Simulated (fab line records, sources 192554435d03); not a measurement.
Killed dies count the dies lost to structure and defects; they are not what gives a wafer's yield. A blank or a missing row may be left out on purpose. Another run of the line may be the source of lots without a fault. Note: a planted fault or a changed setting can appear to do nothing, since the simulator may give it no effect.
Matching of chambers || flow n5 finfet || 3 sister chambers for N5_BEOL_M5_DEP_56 on pecvd-04
The step deposits SiCN from 3MS/NH3, target thk 8 nm, time 14 s. 6 wafers are shown with their chamber, then 8 later ones without.

== WAFERS WITH THEIR CHAMBER ==
{"wafer": "L084.5", "chamber": 0, "showerhead plenum p Torr (Torr)": 3.636, "throttle valve pct (%)": 9.4}
{"wafer": "L085.1", "chamber": 2, "showerhead plenum p Torr (Torr)": 3.659, "throttle valve pct (%)": 9.4}
{"wafer": "L092.1", "chamber": 2, "showerhead plenum p Torr (Torr)": 3.662, "throttle valve pct (%)": 9.3}
{"wafer": "L092.2", "chamber": 0, "showerhead plenum p Torr (Torr)": 3.618, "throttle valve pct (%)": 9.3}
{"wafer": "L092.3", "chamber": 1, "showerhead plenum p Torr (Torr)": 3.647, "throttle valve pct (%)": 9.3}
{"wafer": "L094.2", "chamber": 1, "showerhead plenum p Torr (Torr)": 3.655, "throttle valve pct (%)": 9.1}

== WAFERS WHOSE CHAMBER IS MISSING ==
{"wafer": "L094.3", "showerhead plenum p Torr (Torr)": 3.620, "throttle valve pct (%)": 9.3}
{"wafer": "L094.4", "showerhead plenum p Torr (Torr)": 3.627, "throttle valve pct (%)": 9.3}
{"wafer": "L095.3", "showerhead plenum p Torr (Torr)": 3.651, "throttle valve pct (%)": 9.6}
{"wafer": "L095.4", "showerhead plenum p Torr (Torr)": 3.654, "throttle valve pct (%)": 9.4}
{"wafer": "L095.5", "showerhead plenum p Torr (Torr)": 3.667, "throttle valve pct (%)": 9.6}
{"wafer": "L096.2", "showerhead plenum p Torr (Torr)": 3.664, "throttle valve pct (%)": 9.2}
{"wafer": "L096.3", "showerhead plenum p Torr (Torr)": 3.631, "throttle valve pct (%)": 9.0}
{"wafer": "L096.5", "showerhead plenum p Torr (Torr)": 3.668, "throttle valve pct (%)": 9.2}

== CHAMBER TAKEN BY EACH ==
{"wafer": "L094.3", "from the rows above": 0, "in truth": 0}
{"wafer": "L094.4", "from the rows above": 0, "in truth": 0}
{"wafer": "L095.3", "from the rows above": "can't be placed: 2 or 0 or 1", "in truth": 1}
{"wafer": "L095.4", "from the rows above": "can't be placed: 2 or 1", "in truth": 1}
{"wafer": "L095.5", "from the rows above": "can't be placed: 2 or 1", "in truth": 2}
{"wafer": "L096.2", "from the rows above": "can't be placed: 2 or 1", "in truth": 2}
{"wafer": "L096.3", "from the rows above": "can't be placed: 1 or 0 or 2", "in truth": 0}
{"wafer": "L096.5", "from the rows above": "can't be placed: 2 or 1", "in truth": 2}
Placed correctly: 2 of 8. Unplaceable from these rows: 6, with the true chamber sitting among the candidates in 6. Wrongly placed: 0.
How it was worked out, from the rows above alone: a wafer's distance from a chamber is the root of the sum, over the readings, of the square of ((its reading less the chamber's mean) divided by the reading's scatter). The wafer belongs to the nearest chamber; if the next one is less than 2 further off, it can't be placed. The mean given for a chamber averages the wafers shown for that chamber. The scatter: take each reading less its chamber's mean, square it, sum over the shown wafers, divide by the number of wafers less the number of chambers, and take the root.
